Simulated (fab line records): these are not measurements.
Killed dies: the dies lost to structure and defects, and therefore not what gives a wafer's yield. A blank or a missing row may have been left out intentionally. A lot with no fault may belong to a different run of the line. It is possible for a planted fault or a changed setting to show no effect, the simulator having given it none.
Lot-split experiment | flow n5-finfet | 39 wafers read across 7 lots, on a route 1938 steps long

SPLIT DETAILS
At N5_FIN_CUT_ETCH_21 (etches SOC in N2/H2, target depth 219 nm, overetch 43.8 nm, time 523.5 s), the setting time-s was moved away from the recipe's 523.5 s on 15 of the 39 wafers read, by -20.8% to +23.0%. The other wafers ran this setting at the recipe's value.

FROM SPLIT TO READING: 1 step shown by the file between the two
- N5_FIN_CUT_CUT_ETCH_26: etches SiNx in CH3F/O2, target depth 39 nm, time 55.7 s (also split here: source-w)

THE READING
FIN_CUT.cd-offset-nm (the simulator's own value, which no gauge read), in nm, at N5_FIN_CUT_CUT_ETCH_27 (etches SiO2 in CHF3/O2, target depth 4 nm, overetch 2 nm, time 4.9 s). The file gives no usual value for it. Across the 24 wafers here that went through the recipe, the average is -0.1 nm and the standard deviation 0.26 nm.

wafer  | tool, chamber at the split | time-s as run, s | against the recipe | FIN_CUT.cd-offset-nm, nm | against lot-mates on the recipe
L074.1 | rie-diel-05, 3             | 643.8            | +23.0%             | 1.2                      | +1.2
L074.2 | rie-diel-05, 2             | 523.5            | recipe             | -0.2                     | -
L074.3 | rie-diel-05, 0             | 523.5            | recipe             | 0.2                      | -
L074.4 | rie-diel-05, 1             | 523.5            | recipe             | 0                        | -
L074.5 | rie-diel-05, 2             | 643.8            | +23.0%             | 1.6                      | +1.6
L074.6 | rie-diel-05, 1             | 643.8            | +23.0%             | 1.4                      | +1.4
L080.2 | rie-diel-02, 3             | 523.5            | recipe             | -0.4                     | -
L080.4 | rie-diel-02, 1             | 523.5            | recipe             | -0.6                     | -
L080.6 | rie-diel-02, 3             | 523.5            | recipe             | -0.2                     | -
L084.1 | rie-diel-04, 3             | 614.7            | +17.4%             | 0.6                      | +0.7
L084.2 | rie-diel-04, 1             | 523.5            | recipe             | 0.2                      | -
L084.3 | rie-diel-04, 2             | 523.5            | recipe             | -0.2                     | -
L084.4 | rie-diel-04, 0             | 523.5            | recipe             | -0.2                     | -
L084.5 | rie-diel-04, 0             | 614.7            | +17.4%             | 1                        | +1.1
L084.6 | rie-diel-04, 1             | 614.7            | +17.4%             | 0.8                      | +0.9
L087.1 | rie-diel-05, 3             | 523.5            | recipe             | -0.6                     | -
L087.2 | rie-diel-05, 1             | 523.5            | recipe             | 0                        | -
L087.3 | rie-diel-05, 2             | 523.5            | recipe             | 0.2                      | -
L087.4 | rie-diel-05, 0             | 523.5            | recipe             | -0.4                     | -
L087.5 | rie-diel-05, 1             | 523.5            | recipe             | -0.4                     | -
L087.6 | rie-diel-05, 2             | 523.5            | recipe             | -0.2                     | -
L092.1 | rie-diel-04, 0             | 523.5            | recipe             | -0.4                     | -
L092.2 | rie-diel-04, 2             | 635.4            | +21.4%             | 0.8                      | +0.9
L092.3 | rie-diel-04, 3             | 635.4            | +21.4%             | 1.4                      | +1.5
L092.4 | rie-diel-04, 1,2           | 523.5            | recipe             | 0.2                      | -
L092.5 | rie-diel-04, 1,2           | 523.5            | recipe             | 0                        | -
L092.6 | rie-diel-04, 1             | 635.4            | +21.4%             | 1.6                      | +1.7
L093.1 | rie-diel-04, 0             | 414.7            | -20.8%             | -1                       | -0.9
L093.2 | rie-diel-04, 1,3           | 523.5            | recipe             | -0.2                     | -
L093.5 | rie-diel-04, 1,3           | 523.5            | recipe             | -0.2                     | -
L093.3 | rie-diel-04, 2             | 414.7            | -20.8%             | -1.4                     | -1.3
L093.4 | rie-diel-04, 3             | 414.7            | -20.8%             | -1.6                     | -1.5
L093.6 | rie-diel-04, 2             | 523.5            | recipe             | 0                        | -
L095.1 | rie-diel-05, 0             | 523.5            | recipe             | 0                        | -
L095.2 | rie-diel-05, 1             | 523.5            | recipe             | 0.4                      | -
L095.3 | rie-diel-05, 3             | 458.8            | -12.4%             | -0.6                     | -0.7
L095.5 | rie-diel-05, 1             | 458.8            | -12.4%             | -0.6                     | -0.7
L095.4 | rie-diel-05, 2             | 458.8            | -12.4%             | -1                       | -1.1
L095.6 | rie-diel-05, 2             | 523.5            | recipe             | -0.2                     | -
The file does not say which wafer passed through which chamber wherever a row lists several chambers: such a row stands for several wafers.

FIT RESULTS
A straight line over all 39 wafers: FIN_CUT.cd-offset-nm changes by +0.0603 nm for each +1% of time-s; r = +0.94; the points scatter about the line by 0.26 nm.
The same after taking each lot's own level away (the mean of its wafers on the recipe; 39 wafers): +0.0592 nm for each +1%; r = +0.95; scatter 0.23 nm.
On that fit, the largest move of time-s shifts the reading by 1.4 nm.
The lots' own levels span -0.40 to 0.07 nm, that is 1.8 times the standard deviation above.
The two slopes agree, so the slope changes little with the lot-to-lot level.
Check: for one of the wafers moved furthest among these (+23.0%), held out of the fit, the line's prediction against its lot-mates is +1.37 nm. Against them it came out at +1.2 nm.

FURTHER SPLITS ON THESE WAFERS
Before the reading, these wafers also passed through other splits. Each is held against what the fit with the lots' levels taken away leaves over:
other split on the same wafers  | wafers away from the commonest value | r with FIN_CUT.cd-offset-nm (lot level and that fit taken away)
N5_FIN_CUT_CUT_ETCH_26 source-w | 12                                   | -0.12

THE WHOLE CHAIN: every reading that the file lists as answering this split, in the file's order
step                   | what it does                                                             | reading                                                                          | change (the file's fit)                | r (the file's)
N5_FIN_CUT_ETCH_21     | etches SOC in N2/H2, target depth 219 nm, overetch 43.8 nm, time 523.5 s | SiARC_of_FIN_CUT_COAT_19.thk-nm (the simulator's own value, which no gauge read) | -0.0845 nm for each +1% of the setting | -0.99
N5_FIN_CUT_ETCH_21     | etches SOC in N2/H2, target depth 219 nm, overetch 43.8 nm, time 523.5 s | FIN_CUT.cd-offset-nm (the simulator's own value, which no gauge read)            | +0.0583 nm for each +1% of the setting | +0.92
N5_FIN_CUT_CUT_ETCH_26 | etches SiNx in CH3F/O2, target depth 39 nm, time 55.7 s                  | FIN_CUT.cd-offset-nm (the simulator's own value, which no gauge read)            | +0.0604 nm for each +1% of the setting | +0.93
N5_FIN_CUT_CUT_ETCH_27 | etches SiO2 in CHF3/O2, target depth 4 nm, overetch 2 nm, time 4.9 s     | FIN_CUT.cd-offset-nm (the simulator's own value, which no gauge read)            | +0.059 nm for each +1% of the setting  | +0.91

THE FILE'S OWN FIT
FIN_CUT.cd-offset-nm changes by +0.059 nm for each +1% of time-s, r = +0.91.
